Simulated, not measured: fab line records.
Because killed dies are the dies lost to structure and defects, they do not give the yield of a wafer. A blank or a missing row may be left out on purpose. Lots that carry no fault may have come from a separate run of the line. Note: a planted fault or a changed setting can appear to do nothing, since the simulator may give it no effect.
Which tool did it?    flow n5 finfet    24 lots, 72 wafers sampled, at 2 steps of a route of 1938

== WHAT THE GAUGES SHOWED, per wafer ==
N5_BEOL_M0_RS_MEAS_126: uses a four-point probe to measure.
lot   measured      on             M0_RS (ohm/sq)
L074  day 6 01:11   film metro-01  0.512 0.511 0.531
L075  day 6 08:59   film metro-01  0.495 0.516 0.504
L076  day 6 09:08   film metro-02  0.549 0.554 0.528
L077  day 6 21:32   film metro-02  0.556 0.581 0.559
L078  day 7 01:50   film metro-01  0.494 0.477 0.485
L079  day 7 07:01   film metro-01  0.514 0.519 0.530
L081  day 7 18:18   film metro-01  0.557 0.576 0.557
L080  day 7 18:33   film metro-01  0.521 0.506 0.521
L082  day 8 03:40   film metro-01  0.550 0.528 0.516
L083  day 8 04:10   film metro-02  0.527 0.509 0.513
L084  day 8 13:30   film metro-02  0.533 0.530 0.541
L085  day 8 18:56   film metro-02  0.519 0.522 0.543
L086  day 9 06:52   film metro-02  0.536 0.543 0.541
L088  day 9 08:39   film metro-01  0.534 0.552 0.527
L087  day 9 09:27   film metro-01  0.529 0.514 0.517
L089  day 9 19:35   film metro-02  0.540 0.514 0.521
L090  day 9 19:42   film metro-02  0.518 0.504 0.507
L091  day 10 01:32  film metro-02  0.476 0.495 0.468
L092  day 10 08:43  film metro-02  0.530 0.525 0.536
L093  day 10 16:47  film metro-02  0.512 0.552 0.488
L094  day 10 20:05  film metro-01  0.528 0.564 0.521
L095  day 10 22:19  film metro-02  0.557 0.511 0.500
L096  day 11 11:48  film metro-01  0.496 0.511 0.563
L097  day 11 20:30  film metro-01  0.566 0.542 0.538

N5_BEOL_M1_INSPECT_13: inspects for defects (brightfield).
lot   measured      on                 raw defect count
L074  day 6 04:00   defect inspect-02  415 303 309
L075  day 6 10:08   defect inspect-02  476 389 422
L076  day 6 10:18   defect inspect-02  325 342 355
L077  day 6 23:28   defect inspect-01  557 480 346
L078  day 7 04:15   defect inspect-01  469 393 355
L079  day 7 08:37   defect inspect-01  351 360 469
L081  day 7 21:03   defect inspect-02  309 312 373
L080  day 7 21:21   defect inspect-01  381 507 452
L082  day 8 07:18   defect inspect-01  482 397 403
L083  day 8 07:20   defect inspect-02  431 374 320
L084  day 8 15:13   defect inspect-02  533 361 416
L085  day 8 19:58   defect inspect-02  359 333 433
L086  day 9 08:05   defect inspect-01  403 515 445
L088  day 9 10:46   defect inspect-01  522 513 493
L087  day 9 11:23   defect inspect-02  398 484 375
L089  day 9 22:16   defect inspect-02  405 458 621
L090  day 9 22:29   defect inspect-02  296 359 445
L091  day 10 02:59  defect inspect-02  341 336 275
L092  day 10 11:01  defect inspect-01  362 420 421
L093  day 10 19:18  defect inspect-02  379 313 382
L094  day 10 21:11  defect inspect-01  290 330 267
L095  day 11 01:52  defect inspect-02  453 470 359
L096  day 11 13:28  defect inspect-02  597 370 474
L097  day 11 22:42  defect inspect-02  283 288 390

== TOOL THAT RAN EACH LOT (tool first, then ch and the chambers of the sampled wafers, then the start) ==
The record holds no process step before these readings.

== WHAT THE TOOLS THEMSELVES READ (means of the sampled wafers that have a number; where no wafer has one, the mark that the record gives instead) ==
The record holds no such reading with a usual standard deviation.

== THE ANSWER, worked out from the rows above alone ==
Rule: the usual values come from the lots themselves. Put in order of their means at a reading, lots are off if they are a third of the lots or fewer, leave a main group of 4 or more, and stand apart from it by a gap of 3 or more times the standard deviation of the main group's means; of several such gaps the widest counts. Not used: any main group whose means are identical at the precision the tables above print for the reading. A lot without any number at a reading at which 4 lots or more have one is off too. The other lots that the step has rows for count as sound. First the gauges in route order, then the tools' own readings, where a lot's mean is used as printed above. The first step at which some lot is off is used, and at that step the reading that is off furthest; a lot without a number counts as furthest.
None of the lots is off at any reading shown; this tells nothing.

== WHAT HAD BEEN PUT IN BY THE SIMULATOR ==
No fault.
